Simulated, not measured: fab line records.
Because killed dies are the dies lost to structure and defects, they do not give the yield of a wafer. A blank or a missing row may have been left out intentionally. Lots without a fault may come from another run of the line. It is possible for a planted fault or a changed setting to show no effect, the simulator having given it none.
A struck lot beside a sound one | flow n5 finfet | 15 steps out of a route of 1938
Sound: the wafers L886.1, L886.4, L886.5. Wafers struck: L891.1, L891.5, L891.6. The cause comes at the end.
For every step that has rows: the tool of each side, followed by ch and its chambers, followed by its first start. Under that, the readings that differ: sound wafers | struck wafers | difference of the means | sigmas: that difference in standard deviations of wafers without a fault.
alike: readings whose means differ by less than 2 such deviations, and words and numbers that are the same on both sides. not compared: withheld readings, readings that some wafer has no value for, bounds like >300 that may hide the same value, and numbers for which the record gives no deviation and whose values overlap.
Wherever a step has rows on one side only, a row that says differs or no value, or a row with sigmas, the two part there. Numbers that don't overlap but have no deviation are shown without sigmas and don't part them. A reading missing from all wafers of one side parts the sides only when that side holds two or more wafers.

first, 4 steps without rows for these wafers: N5_BEOL_M2_SOFTBAKE_23 (time 60 s); N5_BEOL_M2_EXPOSE_25 (exposes mask V1, defocus 5 nm); N5_BEOL_M2_PEB_26 (peb time 60 s); N5_BEOL_M2_DEVELOP_27 (develop time 30 s).
N5_BEOL_M2_CD_MEAS_28: target cd 26.2 nm, target cd y 24.1 nm.
  sound on cd sem-02 ch 0, day 7 16:19; struck on cd sem-01 ch 0, day 9 00:36
  alike: cd nm
N5_BEOL_M2_OVL_MEAS_29:
  sound on overlay-02 ch 0, day 7 16:20; struck on overlay-02 ch 0, day 9 00:38
  alike: V1_OVL
N5_BEOL_M2_INSPECT_30: inspects for defects (brightfield).
  sound on defect inspect-02, day 7 16:24; struck on defect inspect-02, day 9 00:41
  alike: raw defect count
N5_BEOL_M2_DESCUM_33: chemistry O2, time 7 s.
  sound on rie diel-01 ch 1,2,3, day 7 16:26; struck on rie diel-04 ch 0,1,2, day 9 00:43
  alike: bias power w, drypump motor current A, o2 flow sccm, oes product au, rf vpp V, showerhead plenum p Torr, temp c, throttle valve pct
  not compared: rf hours counter h
N5_BEOL_M2_ETCH_77: etches underlayer in N2/H2, target depth 6.5 nm, time 5.2 s.
  sound on rie diel-01 ch 1,2,3, day 7 16:28; struck on rie diel-04 ch 0,1,2, day 9 00:46
  alike: drypump motor current A, etch rf on time s, oes product au, rf fwd power W, rf vpp V, showerhead plenum p Torr, throttle valve pct
  not compared: rf hours counter h
N5_BEOL_M2_ETCH_69: etches SiARC in CF4, target depth 15.6 nm, time 26 s.
  sound on rie diel-01 ch 1,2,3, day 7 16:29; struck on rie diel-04 ch 0,1,2, day 9 00:47
  alike: drypump motor current A, etch rf on time s, oes product au, rf fwd power W, rf vpp V, showerhead plenum p Torr, throttle valve pct
  not compared: rf hours counter h
N5_BEOL_M2_ALD_98: deposits SiO2, target thk 2.5 nm, pulse time 1 s, co reactant pulse time 1 s.
  sound on ald sin-01 ch 1,2, day 7 16:34; struck on ald sin-03 ch 0,2,3, day 9 00:52
  alike: heater power w, precursor pulse height rel
N5_BEOL_M2_ETCHBACK_99: etches SiO2 in CHF3, target depth 5 nm, time 10.4 s.
  sound on rie diel-01 ch 2,3, day 7 21:23; struck on rie diel-01 ch 2,3, day 9 01:10
  alike: drypump motor current A, oes product au, rf vpp V, showerhead plenum p Torr, throttle valve pct
  not compared: rf hours counter h
N5_BEOL_M2_ETCH_70: etches SOC in N2/H2, target depth 80 nm, overetch 24 nm, time 130 s.
  sound on rie diel-01 ch 2,3, day 7 21:26; struck on rie diel-01 ch 2,3, day 9 01:12
  reading                                    | sound             | struck            | difference | sigmas
  rf fwd power W (W)                         | 836.6 833.0 834.9 | 629.9 630.9 635.6 | -202.7     | -78
  rf vpp V (V)                               | 526.1 525.0 526.3 | 576.6 574.9 575.4 | +49.8      | +18
  model.SiARC_of_BEOL_M2_COAT_68.thk nm (nm) | 5.6 5.4 5.6       | 6.6 6.6 6.2       | +0.9       |
  alike: drypump motor current A, oes product au, showerhead plenum p Torr, temp c, throttle valve pct
  not compared: rf hours counter h
then, 1 step without rows for these wafers: N5_BEOL_M2_STRIP_71 (strips in N2/H2).
N5_BEOL_M4_RC_MEAS_101:
  sound on prober-02 ch 0, day 9 03:21; struck on prober-01 ch 0, day 10 05:17
  reading       | sound       | struck      | difference | sigmas
  ION_P (uA/um) | 472 475 463 | 449 443 458 | -20        | -2
  alike: DIBL_N, DIBL_P, IOFF_N, IOFF_P, ION_N, SS_N, SS_P, VT_N, VT_P

== WHERE THEY PART ==
First at N5_BEOL_M2_ETCH_70; last, within this record, at N5_BEOL_M4_RC_MEAS_101.

WHY: what the simulator had put in
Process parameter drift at N5_BEOL_M2_ETCH_70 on rie diel-01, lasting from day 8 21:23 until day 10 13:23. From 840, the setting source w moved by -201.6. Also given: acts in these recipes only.
